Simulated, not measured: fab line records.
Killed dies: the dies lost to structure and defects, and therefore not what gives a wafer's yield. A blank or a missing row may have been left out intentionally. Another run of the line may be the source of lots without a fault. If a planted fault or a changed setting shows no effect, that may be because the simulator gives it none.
Which tool did it? -- flow nand-harc -- Sampling: 24 lots, 72 wafers, 3 of 1302 route steps

## WHAT EACH GAUGE READ, for each wafer
NHARC_P_M0_THK_MEAS_24: measures by xrf. Usual: 117.4 nm for thk-nm, sd 1.5.
lot,measured,on,thk-nm (nm),flag
L074,day 6 08:07,film-metro-02,117.8 116.6 114.0,
L075,day 6 12:56,film-metro-01,116.7 115.8 117.0,
L076,day 7 07:14,film-metro-02,116.8 118.7 115.5,
L077,day 7 16:27,film-metro-01,116.0 116.3 116.5,
L078,day 7 19:43,film-metro-01,117.0 118.1 116.4,
L079,day 8 14:49,film-metro-02,116.3 118.2 116.5,
L080,day 9 01:18,film-metro-02,120.1 117.0 115.3,
L081,day 9 08:41,film-metro-01,117.7 119.0 119.4,
L082,day 9 15:23,film-metro-01,118.4 117.4 117.0,
L083,day 10 05:04,film-metro-02,119.9 119.6 119.1,
L084,day 10 14:10,film-metro-01,115.6 116.7 116.4,
L085,day 11 02:51,film-metro-02,118.5 116.5 118.9,
L086,day 11 03:55,film-metro-02,117.8 116.7 119.3,
L087,day 12 01:46,film-metro-02,119.1 118.6 119.5,
L088,day 12 02:31,film-metro-01,117.6 116.7 115.6,
L089,day 12 16:22,film-metro-02,113.8 120.0 116.9,
L090,day 12 16:23,film-metro-01,119.3 120.0 116.4,
L091,day 13 08:56,film-metro-02,116.9 115.9 116.3,
L092,day 13 19:41,film-metro-01,116.2 116.3 116.5,
L093,day 13 21:02,film-metro-01,117.0 115.3 114.6,
L094,day 14 10:04,film-metro-01,116.1 118.1 118.2,
L095,day 14 15:50,film-metro-02,118.0 115.2 117.3,
L096,day 15 08:35,film-metro-02,115.1 115.6 118.4,
L097,day 15 16:54,film-metro-02,118.9 119.6 117.3,

NHARC_P_M1_CD_MEAS_16. Usual: 129.8 nm for cd-nm, sd 0.68.
lot,measured,on,cd-nm (nm),flag
L074,day 6 10:02,cd-sem-03,127.8 128.9 129.0,
L075,day 6 15:05,cd-sem-02,130.3 130.2 130.0,
L076,day 7 09:17,cd-sem-03,129.2 129.6 130.4,
L077,day 7 18:21,cd-sem-01,130.1 130.2 129.6,
L078,day 7 21:38,cd-sem-02,129.7 129.9 129.9,
L079,day 8 16:51,cd-sem-01,130.6 129.4 129.9,
L080,day 9 03:53,cd-sem-01,131.6 131.2 130.1,
L081,day 9 10:44,cd-sem-02,128.8 129.8 130.2,
L082,day 9 17:19,cd-sem-02,129.9 130.3 130.3,
L083,day 10 07:07,cd-sem-02,130.6 131.4 130.0,
L084,day 10 16:05,cd-sem-01,130.3 129.7 129.8,
L085,day 11 04:55,cd-sem-02,129.7 129.5 129.0,
L086,day 11 05:58,cd-sem-03,128.9 128.4 128.3,
L087,day 12 03:41,cd-sem-03,130.5 129.4 130.2,
L088,day 12 04:33,cd-sem-01,130.0 129.8 129.7,
L089,day 12 18:33,cd-sem-02,129.7 129.3 129.9,
L090,day 12 18:42,cd-sem-01,129.9 130.0 130.5,
L091,day 13 11:25,cd-sem-03,129.8 128.0 129.0,
L092,day 13 21:37,cd-sem-02,129.9 129.2 129.1,
L093,day 13 23:04,cd-sem-01,129.5 130.6 129.9,
L094,day 14 12:32,cd-sem-03,129.4 130.2 129.9,
L095,day 14 17:52,cd-sem-01,129.7 129.1 129.2,
L096,day 15 10:44,cd-sem-02,129.3 128.9 129.4,
L097,day 15 18:56,cd-sem-02,128.9 129.9 129.3,

## TOOL THAT RAN EACH LOT (tool first, then ch and the chambers of the sampled wafers, then the start)
lot,NHARC_P_M1_ETCH_15
L074,"rie-diel-09 ch 0,2,3, day 6 10:02 or earlier"
L075,"rie-diel-02 ch 0,2, day 6 15:05 or earlier"
L076,"rie-diel-09 ch 1,2, day 7 09:17 or earlier"
L077,"rie-diel-09 ch 0,1,3, day 7 18:21 or earlier"
L078,"rie-diel-09 ch 2,3, day 7 21:38 or earlier"
L079,"rie-diel-09 ch 1,2,3, day 8 16:51 or earlier"
L080,"rie-diel-09 ch 0,1,3, day 9 03:53 or earlier"
L081,"rie-diel-09 ch 0,2, day 9 10:44 or earlier"
L082,"rie-diel-09 ch 0,3, day 9 17:19 or earlier"
L083,"rie-diel-09 ch 0,1,2, day 10 07:07 or earlier"
L084,"rie-diel-09 ch 1,2, day 10 16:05 or earlier"
L085,"rie-diel-02 ch 0,1,3, day 11 04:55 or earlier"
L086,"rie-diel-09 ch 0,1,3, day 11 05:58 or earlier"
L087,"rie-diel-02 ch 0,2,3, day 12 03:41 or earlier"
L088,"rie-diel-02 ch 0,2,3, day 12 04:33 or earlier"
L089,"rie-diel-02 ch 0,2,3, day 12 18:33 or earlier"
L090,"rie-diel-09 ch 0,2,3, day 12 18:42 or earlier"
L091,"rie-diel-09 ch 0,2,3, day 13 11:25 or earlier"
L092,"rie-diel-09 ch 0,1,2, day 13 21:37 or earlier"
L093,"rie-diel-09 ch 0,1,2, day 13 23:04 or earlier"
L094,"rie-diel-08 ch 1,2,3, day 14 12:32 or earlier"
L095,"rie-diel-09 ch 0,1,3, day 14 17:52 or earlier"
L096,"rie-diel-02 ch 1,2, day 15 10:44 or earlier"
L097,"rie-diel-09 ch 0,3, day 15 18:56 or earlier"
- NHARC_P_M1_ETCH_15: etches the open film in C4F8/Ar, target depth 182.5 nm, time 91.2 s.

## WHAT THE TOOLS THEMSELVES READ (means of the sampled wafers that have a number; where no wafer has one, the mark that the record gives instead)
NHARC_P_M1_ETCH_15. Usual: oes-product-au 0.961 a.u., standard deviation 0.02; rf-fwd-power-W 595.7 W, standard deviation 2.4; rf-vpp-V 440.8 V, standard deviation 2.9.
lot,tool,oes-product-au (a.u.),rf-fwd-power-W (W),rf-vpp-V (V),flag
L074,rie-diel-09,0.920,595.5,442.7,
L075,rie-diel-02,0.976,597.6,437.7,
L076,rie-diel-09,0.980,595.4,439.6,
L077,rie-diel-09,0.974,595.8,441.0,
L078,rie-diel-09,0.971,600.5,442.2,
L079,rie-diel-09,0.968,595.1,439.4,
L080,rie-diel-09,0.951,595.1,441.3,
L081,rie-diel-09,0.931,595.4,442.4,
L082,rie-diel-09,0.962,596.7,442.2,
L083,rie-diel-09,0.976,593.8,441.6,
L084,rie-diel-09,0.971,596.2,439.5,
L085,rie-diel-02,0.971,594.6,441.4,
L086,rie-diel-09,0.974,595.1,440.1,
L087,rie-diel-02,0.967,596.7,439.3,
L088,rie-diel-02,0.970,595.4,439.2,
L089,rie-diel-02,0.965,595.6,439.3,
L090,rie-diel-09,0.964,595.8,443.1,
L091,rie-diel-09,0.926,594.7,442.5,
L092,rie-diel-09,0.970,594.8,441.7,
L093,rie-diel-09,0.972,594.3,441.3,
L094,rie-diel-08,0.943,595.6,437.6,
L095,rie-diel-09,0.969,595.5,441.2,
L096,rie-diel-02,0.974,595.8,440.6,
L097,rie-diel-09,0.930,599.6,442.1,

## THE ANSWER, worked out from the rows above alone
Rule: a lot is off if the mean of its wafers that have a number lies more than 3 standard deviations from the usual mean. A lot without any number at a reading at which 4 lots or more have one is off too. Any other lot the step has rows for is counted as sound. First the gauges in route order, then the tools' own readings, where a lot's mean is used as printed above. At the first step where some lot is off, the reading lying furthest off is the one used; lots without a number count as furthest.
No lot is off on any of the readings shown, so nothing can be concluded from this.

## WHAT WAS PUT IN BY THE SIMULATOR
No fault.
